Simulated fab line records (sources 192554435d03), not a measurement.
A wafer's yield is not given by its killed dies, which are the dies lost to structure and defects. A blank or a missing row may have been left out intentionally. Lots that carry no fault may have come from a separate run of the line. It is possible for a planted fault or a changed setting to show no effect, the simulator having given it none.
Matching of chambers || flow n5Finfet || rieDiel-02 running N5_BEOL_M8_STRIP_67: 3 sister chambers
The step strips in CF4. 16 wafers are shown with their chamber, then 6 later ones without.

## WAFERS PAIRED WITH THEIR CHAMBERS
{"wafer": "L075.2", "chamber": 1, "drypumpMotorCurrentA (A)": 5.7, "showerheadPlenumPTorr (Torr)": 1.73, "throttleValvePct (%)": 13.49}
{"wafer": "L075.4", "chamber": 3, "drypumpMotorCurrentA (A)": 5.6, "showerheadPlenumPTorr (Torr)": 1.85, "throttleValvePct (%)": 13.62}
{"wafer": "L075.6", "chamber": 0, "drypumpMotorCurrentA (A)": 5.3, "showerheadPlenumPTorr (Torr)": 1.80, "throttleValvePct (%)": 13.59}
{"wafer": "L074.4", "chamber": 1, "drypumpMotorCurrentA (A)": 5.7, "showerheadPlenumPTorr (Torr)": 1.73, "throttleValvePct (%)": 13.47}
{"wafer": "L074.5", "chamber": 0, "drypumpMotorCurrentA (A)": 5.3, "showerheadPlenumPTorr (Torr)": 1.80, "throttleValvePct (%)": 13.62}
{"wafer": "L074.6", "chamber": 3, "drypumpMotorCurrentA (A)": 5.6, "showerheadPlenumPTorr (Torr)": 1.85, "throttleValvePct (%)": 13.64}
{"wafer": "L078.1", "chamber": 0, "drypumpMotorCurrentA (A)": 5.3, "showerheadPlenumPTorr (Torr)": 1.79, "throttleValvePct (%)": 13.65}
{"wafer": "L078.2", "chamber": 3, "drypumpMotorCurrentA (A)": 5.6, "showerheadPlenumPTorr (Torr)": 1.85, "throttleValvePct (%)": 13.06}
{"wafer": "L078.3", "chamber": 1, "drypumpMotorCurrentA (A)": 5.7, "showerheadPlenumPTorr (Torr)": 1.72, "throttleValvePct (%)": 13.51}
{"wafer": "L078.4", "chamber": 1, "drypumpMotorCurrentA (A)": 5.6, "showerheadPlenumPTorr (Torr)": 1.72, "throttleValvePct (%)": 13.52}
{"wafer": "L078.5", "chamber": 0, "drypumpMotorCurrentA (A)": 5.3, "showerheadPlenumPTorr (Torr)": 1.79, "throttleValvePct (%)": 13.63}
{"wafer": "L078.6", "chamber": 3, "drypumpMotorCurrentA (A)": 5.6, "showerheadPlenumPTorr (Torr)": 1.85, "throttleValvePct (%)": 13.06}
{"wafer": "L083.1", "chamber": 1, "drypumpMotorCurrentA (A)": 5.7, "showerheadPlenumPTorr (Torr)": 1.72, "throttleValvePct (%)": 13.54}
{"wafer": "L083.5", "chamber": 1, "drypumpMotorCurrentA (A)": 5.7, "showerheadPlenumPTorr (Torr)": 1.72, "throttleValvePct (%)": 13.53}
{"wafer": "L083.6", "chamber": 0, "drypumpMotorCurrentA (A)": 5.3, "showerheadPlenumPTorr (Torr)": 1.79, "throttleValvePct (%)": 13.67}
{"wafer": "L085.1", "chamber": 3, "drypumpMotorCurrentA (A)": 5.6, "showerheadPlenumPTorr (Torr)": 1.84, "throttleValvePct (%)": 13.08}

SIGNATURES (averages over the wafers above)
{"reading": "drypumpMotorCurrentA", "chamber 0": 5.300, "chamber 1": 5.683, "chamber 3": 5.600, "scatter within a chamber": 0.0253}
{"reading": "showerheadPlenumPTorr", "chamber 0": 1.7940, "chamber 1": 1.7233, "chamber 3": 1.8480, "scatter within a chamber": 0.00506}
{"reading": "throttleValvePct", "chamber 0": 13.6320, "chamber 1": 13.5100, "chamber 3": 13.2920, "scatter within a chamber": 0.173}
Rule: distance of a wafer from a chamber = root of the sum over the readings of ((wafer's reading minus chamber's mean) / reading's scatter) squared. If the next closest chamber is less than 2 further off than the closest, the wafer can't be placed; otherwise it belongs to the closest. How the scatter is found: for the shown wafers, subtract from each reading the mean of its chamber, square and add these, divide the total by (wafers less chambers), then take the root.

## WAFERS MISSING THEIR CHAMBER
{"wafer": "L085.2", "drypumpMotorCurrentA (A)": 5.6, "showerheadPlenumPTorr (Torr)": 1.72, "throttleValvePct (%)": 13.54}
{"wafer": "L085.6", "drypumpMotorCurrentA (A)": 5.7, "showerheadPlenumPTorr (Torr)": 1.72, "throttleValvePct (%)": 13.54}
{"wafer": "L088.2", "drypumpMotorCurrentA (A)": 5.6, "showerheadPlenumPTorr (Torr)": 1.84, "throttleValvePct (%)": 13.12}
{"wafer": "L088.5", "drypumpMotorCurrentA (A)": 5.3, "showerheadPlenumPTorr (Torr)": 1.78, "throttleValvePct (%)": 13.68}
{"wafer": "L094.1", "drypumpMotorCurrentA (A)": 5.3, "showerheadPlenumPTorr (Torr)": 1.78, "throttleValvePct (%)": 13.70}
{"wafer": "L094.6", "drypumpMotorCurrentA (A)": 5.6, "showerheadPlenumPTorr (Torr)": 1.71, "throttleValvePct (%)": 13.58}

## WHICH CHAMBER EACH WENT THROUGH
{"wafer": "L085.2", "from the rows above": 1, "in truth": 1}
{"wafer": "L085.6", "from the rows above": 1, "in truth": 1}
{"wafer": "L088.2", "from the rows above": 3, "in truth": 3}
{"wafer": "L088.5", "from the rows above": 0, "in truth": 0}
{"wafer": "L094.1", "from the rows above": 0, "in truth": 0}
{"wafer": "L094.6", "from the rows above": 1, "in truth": 1}
6 of 6 placed correctly. Can't be placed from these rows: 0. 0 placed wrongly.
